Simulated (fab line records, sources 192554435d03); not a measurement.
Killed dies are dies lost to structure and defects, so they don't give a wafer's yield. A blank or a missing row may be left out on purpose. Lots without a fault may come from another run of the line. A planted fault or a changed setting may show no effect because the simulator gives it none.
A struck lot beside a sound one | flow n5_finfet | 37 steps out of a route of 1938
Sound: wafers L661.1, L661.3, L661.4. Struck: wafer L653.4. (L653.2, L653.5 of the same lot were not struck and are left out.) The cause comes at the end.
At each step with rows: each side's tool, then ch and its chambers, then its first start. Under that, the readings that differ: sound wafers | struck wafers | difference of the means | sigmas: that difference in standard deviations of wafers without a fault.
alike: readings whose means differ by less than 2 such deviations, and words and numbers that are the same on both sides. not compared: withheld readings, readings that some wafer has no value for, bounds like >300 that may hide the same value, and numbers for which the record gives no deviation and whose values overlap.
The two part at a step that has a row with sigmas, a row that says differs or no value, or rows on one side only. Numbers that don't overlap but have no deviation are shown without sigmas and don't part them. A reading that every wafer of one side lacks parts them only if that side has two wafers or more.

first, 9 steps without rows for these wafers: N5_PMOS_HMC_CHANNEL_EPI_EXPOSE_06 (exposes mask PMOS HMC BLK, target cd 240 nm); N5_PMOS_HMC_CHANNEL_EPI_PEB_07 (peb time 60 s); N5_PMOS_HMC_CHANNEL_EPI_DEVELOP_08 (develop time 30 s); N5_PMOS_HMC_CHANNEL_EPI_DESCUM_14 (chemistry O2, time 7.9 s); N5_PMOS_HMC_CHANNEL_EPI_ETCH_32 (etches BARC in N2/H2, stops on SiO2, target depth 85.8 nm, time 50.3 s); N5_PMOS_HMC_CHANNEL_EPI_HM_OPEN_15 (chemistry CHF3/O2, target SiO2, target depth 40.6 nm, time 20.3 s); N5_PMOS_HMC_CHANNEL_EPI_STRIP_33 (strips in N2/H2); N5_PMOS_HMC_CHANNEL_EPI_STRIP_17 (strips in SPM, time 750 s); N5_PMOS_HMC_CHANNEL_EPI_ETCH_38 (etches SiO2 in CF4, target depth 1.5 nm).
N5_PMOS_HMC_CHANNEL_EPI_FIN_RECESS_16: chemistry HBr/Cl2, target Si, target depth 54 nm, time 18 s.
  sound on rie_si-06 ch 0,2,3, day 6 06:22; struck on rie_si-04 ch 0, day 4 05:40
  reading                                          | sound             | struck | difference | sigmas
  model.PMOS_HMC_CHANNEL_EPI.feature_depth_nm (nm) | 54.53 51.57 52.47 | 59.68  | +6.82      |
  model.etch.depth_nm (nm)                         | 54.53 51.57 52.47 | 59.68  | +6.82      |
  alike: drypump_motor_current_A, he_backside_leak_sccm, oes_product_au, throttle_valve_pct
  not compared: rf_hours_counter_h
then, 7 steps without rows for these wafers: N5_PMOS_HMC_CHANNEL_EPI_PRECLEAN_36 (cleans in O3/DIW, time 45 s); N5_PMOS_HMC_CHANNEL_EPI_PRECLEAN_18 (cleans in DHF, time 30 s); N5_PMOS_HMC_CHANNEL_EPI_SRD_19 (time 30 s); N5_PMOS_HMC_CHANNEL_EPI_EPI_20 (deposits SiGe30, target thk 59 nm); N5_PMOS_HMC_CHANNEL_EPI_HM_STRIP_35 (strips SiO2 in dHF, material SiO2, target depth 39.6 nm, time 216 s); N5_PMOS_HMC_CHANNEL_EPI_SRD_39 (time 30 s); N5_PMOS_HMC_CHANNEL_EPI_CMP_21 (polishes SiGe30, target thk 54 nm).
N5_PMOS_HMC_CHANNEL_EPI_THK_MEAS_22:
  sound on film_metro-01, day 6 08:10; struck on film_metro-01, day 4 07:53
  reading          | sound          | struck | difference | sigmas
  HMC_CMP_THK (nm) | 54.6 51.5 52.4 | 59.5   | +6.7       | +8
then, 17 steps without rows for these wafers: N5_PMOS_HMC_CHANNEL_EPI_PRECLEAN_40 (cleans in DHF, time 30 s); N5_PMOS_HMC_CHANNEL_EPI_PRECLEAN_37 (cleans in O3/DIW, time 45 s); N5_PMOS_HMC_CHANNEL_EPI_PRECLEAN_24 (cleans in DHF, time 30 s); N5_PMOS_HMC_CHANNEL_EPI_SRD_25 (time 30 s); N5_PMOS_HMC_CHANNEL_EPI_EPI_26 (deposits Si from SiH4/H2, target thk 3.8 nm, time 22.7 s); N5_FIN_SAQP_PRECLEAN_42 (cleans in O3/DIW, time 60 s); N5_FIN_SAQP_PRECLEAN_00 (cleans in SC1, time 60 s); N5_FIN_SAQP_PRECLEAN_44 (cleans in SC2, time 45 s); N5_FIN_SAQP_SRD_01 (time 30 s); N5_FIN_SAQP_ALD_61 (deposits SiO2, target thk 4 nm, pulse time 1 s, purge time 2 s); N5_FIN_SAQP_DENSIFY_62 (time 60 s); N5_FIN_SAQP_HM_DEP_03 (deposits SiNx from SiH4/NH3/N2, target thk 38 nm, time 33.6 s); N5_FIN_SAQP_PECVD_47 (deposits a-Si from SiH4/He, target thk 45 nm, time 36.3 s); N5_FIN_SAQP_PECVD_48 (deposits SiNx from SiH4/NH3/N2, target thk 25 nm, time 22.1 s); N5_FIN_SAQP_PECVD_06 (deposits a-Si from SiH4/He, target thk 60 nm, time 48.1 s); N5_FIN_SAQP_HM_DEP_72 (deposits SiO2 from SiH4/N2O, target thk 12 nm, time 7.2 s); N5_FIN_SAQP_COAT_49 (time 60 s, resist thk 100 nm).
-- the record jumps here: 7 days lie between the struck wafers' starts before and after (it left off in module FIN_SAQP and takes up again in module BEOL_M4, whose first step shown is number 1111 of the route) --
N5_BEOL_M4_RC_MEAS_101:
  sound on prober-02 ch 0, day 12 22:58; struck on prober-01 ch 0, day 10 23:35
  reading        | sound          | struck | difference | sigmas
  CJ_P           | 5.55 6.11 6.00 | 4.41   | -1.48      | -8
  DIBL_N (mV/V)  | 36.8 36.5 37.0 | 32.0   | -4.8       | -3
  IOFF_N (nA/um) | 0.16 0.17 0.17 | 0.09   | -0.08      | -2
  ION_N (uA/um)  | 669 688 674    | 649    | -28        | -2
  VT_N (mV)      | 248 247 248    | 260    | +12        | +3
  alike: DIBL_P, IOFF_P, ION_P, SS_N, SS_P, VT_P
-- the record jumps here: 4 days lie between the struck wafers' starts before and after (it left off in module BEOL_M4 and takes up again in module PASSIVATION, whose first step shown is number 1936 of the route) --
N5_PASSIVATION_PROBE_49:
  sound on prober-01, day 17 08:09; struck on prober-01, day 15 09:14
  reading                  | sound          | struck | difference | sigmas
  defect_limited_yield (%) | 89.9 93.0 90.5 | 85.9   | -5.2       | -4
  killed_at_contacts       | 15 16 21       | 44     | +27        | +4
  killed_at_front_end      | 46 30 43       | 70     | +30        | +3
  killed_dies              | 119 83 112     | 166    | +61        | +4
  killed_open              | 83 56 77       | 110    | +38        | +3
  killed_short             | 36 27 32       | 48     | +16        | +2
  sort_bin_5_function (%)  | 6.2 4.2 5.4    | 8.1    | +2.8       | +3
  sort_bin_6_memory (%)    | 3.0 2.5 3.5    | 4.7    | +1.7       | +3
  sort_n_pass              | 1061 1097 1068 | 1014   | -61        | -4
  sort_yield_pct (%)       | 89.9 93.0 90.5 | 85.9   | -5.2       | -4
  alike: killed_at_M0_to_M3, killed_at_M4_up, killed_at_other, sort_bin_8_speed

WHERE THEY PART
First at N5_PMOS_HMC_CHANNEL_EPI_THK_MEAS_22; last, within this record, at N5_PASSIVATION_PROBE_49.

WHY: what the simulator had put in
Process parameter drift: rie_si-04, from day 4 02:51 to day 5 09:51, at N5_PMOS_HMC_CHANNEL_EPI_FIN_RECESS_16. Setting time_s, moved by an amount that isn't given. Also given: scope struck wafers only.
